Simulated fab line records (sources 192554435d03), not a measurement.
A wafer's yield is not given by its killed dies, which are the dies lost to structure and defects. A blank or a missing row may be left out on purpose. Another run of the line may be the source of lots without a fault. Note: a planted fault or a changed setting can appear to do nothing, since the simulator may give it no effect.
Split-lot trial ; flow n5Finfet ; 39 wafers read from 7 lots, route of 1938 steps

== SPLIT DETAILS ==
At N5_BEOL_M1_VIA_ETCH_34 (etches the open film in C4F6/O2, target depth 67.8 nm, time 64.4 s), the setting targetDepthA was moved away from the recipe's 678 angstrom on 18 of the 39 wafers read, by -59.6% to +47.4%. For the rest of the wafers, this setting stayed at what the recipe calls for.

The split's own step is where the reading is taken.

== THE READING ==
SOC_of_BEOL_M1_COAT_67.thkNm (the simulator's own value, which no gauge read), in nm, at N5_BEOL_M1_VIA_ETCH_34 (etches the open film in C4F6/O2, target depth 67.8 nm, time 64.4 s). There is no usual value for it anywhere in the file. The 21 wafers here that ran the recipe average 52.2 nm, standard deviation 0.27 nm.

wafer;tool, chamber at the split;targetDepthA as run, angstrom;against the recipe;SOC_of_BEOL_M1_COAT_67.thkNm, nm;against lot-mates on the recipe
L076.1;rieDiel-02, 1;936.1;+38.1%;49.8;-2.7
L076.2;rieDiel-02, 0;678;recipe;52.4;-
L076.3;rieDiel-02, 2;678;recipe;52.6;-
L076.4;rieDiel-02, 3;678;recipe;52.4;-
L076.5;rieDiel-02, 0;936.1;+38.1%;49.2;-3.3
L076.6;rieDiel-02, 1;936.1;+38.1%;49.8;-2.7
L083.1;rieDiel-05, 2;999.6;+47.4%;48.2;-3.8
L083.2;rieDiel-05, 3;678;recipe;52.2;-
L083.3;rieDiel-05, 0;678;recipe;51.6;-
L083.4;rieDiel-05, 0;999.6;+47.4%;47.8;-4.2
L083.5;rieDiel-05, 3;678;recipe;52.2;-
L083.6;rieDiel-05, 2;999.6;+47.4%;48.2;-3.8
L084.1;rieDiel-02, 0;678;recipe;52;-
L084.2;rieDiel-02, 3;956.5;+41.1%;49.2;-2.9
L084.3;rieDiel-02, 2;956.5;+41.1%;48.8;-3.3
L084.4;rieDiel-02, 2;678;recipe;52;-
L084.5;rieDiel-02, 0;678;recipe;52.2;-
L084.6;rieDiel-02, 3;956.5;+41.1%;49.4;-2.7
L085.1;rieDiel-03, 1;678;recipe;52.4;-
L085.2;rieDiel-03, 0;811.2;+19.6%;50.4;-1.7
L085.3;rieDiel-03, 2;811.2;+19.6%;50.4;-1.7
L085.4;rieDiel-03, 3;811.2;+19.6%;50.8;-1.3
L085.5;rieDiel-03, 2;678;recipe;51.8;-
L085.6;rieDiel-03, 3;678;recipe;52.2;-
L090.1;rieDiel-02, 0;678;recipe;52;-
L090.2;rieDiel-02, 3;678;recipe;52;-
L090.3;rieDiel-02, 1;678;recipe;52;-
L090.4;rieDiel-02, 0;274.1;-59.6%;56.4;+4.4
L090.5;rieDiel-02, 3;274.1;-59.6%;56.6;+4.6
L090.6;rieDiel-02, 1;274.1;-59.6%;56.8;+4.8
L093.1;rieDiel-05, 1;678;recipe;52;-
L093.2;rieDiel-05, 3;678;recipe;52.4;-
L093.6;rieDiel-05, 3;678;recipe;52.4;-
L095.1;rieDiel-05, 0;678;recipe;52;-
L095.2;rieDiel-05, 3;678;recipe;52.8;-
L095.3;rieDiel-05, 2;294.6;-56.5%;56.8;+4.5
L095.4;rieDiel-05, 1;678;recipe;52;-
L095.5;rieDiel-05, 3;294.6;-56.5%;57.2;+4.9
L095.6;rieDiel-05, 0;294.6;-56.5%;56.8;+4.5

THE FIT
A straight line over all 39 wafers: SOC_of_BEOL_M1_COAT_67.thkNm changes by -0.0785 nm for each +1% of targetDepthA; r = -0.99; the points scatter about the line by 0.33 nm.
The same after taking each lot's own level away (the mean of its wafers on the recipe; 39 wafers): -0.0788 nm for each +1%; r = -0.99; scatter 0.26 nm.
According to that fit, moving targetDepthA by its largest amount changes the reading by 4.7 nm.
The lots' own levels span 52.00 to 52.47 nm, that is 1.7 times the standard deviation above.
The two slopes are in agreement: the lot-to-lot level therefore moves the slope only a little.
Check: with one of the wafers moved furthest among these (-59.6%) left out of the fit, the line predicts +4.76 nm for it against its lot-mates. Against them it came out at +4.4 nm.

== ADDITIONAL SPLITS CARRIED BY THESE WAFERS ==
Note: prior to the reading, these wafers also went through further splits. Each is held against what the fit with the lots' levels taken away leaves over:
other split on the same wafers;wafers away from the commonest value;r with SOC_of_BEOL_M1_COAT_67.thkNm (lot level and that fit taken away)
N5_FIN_SAQP_HM_DEP_03 targetThkA;18;-0.15
N5_DUMMY_GATE_ETCH_32 timeS;15;+0.15
N5_SD_EPI_N_EPI_21 timeS;6;-0.12
N5_MOL_CONTACT_COAG_SPUTTER_143 targetThkA;15;+0.22
N5_MOL_CONTACT_COAG_ETCHBACK_134 targetDepthA;15;-0.18

== THE WHOLE CHAIN: every reading that the file lists as answering this split, in the file's order ==
step;what it does;reading;change (the file's fit);r (the file's)
N5_BEOL_M1_VIA_ETCH_34;etches the open film in C4F6/O2, target depth 67.8 nm, time 64.4 s;etch.depthNm (the simulator's own value, which no gauge read);+0.67 nm for each +1% of the setting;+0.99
N5_BEOL_M1_VIA_ETCH_34;etches the open film in C4F6/O2, target depth 67.8 nm, time 64.4 s;SOC_of_BEOL_M1_COAT_67.thkNm (the simulator's own value, which no gauge read);-0.0787 nm for each +1% of the setting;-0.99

== FILE'S OWN FIT ==
SOC_of_BEOL_M1_COAT_67.thkNm changes by -0.0787 nm for each +1% of targetDepthA, r = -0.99.
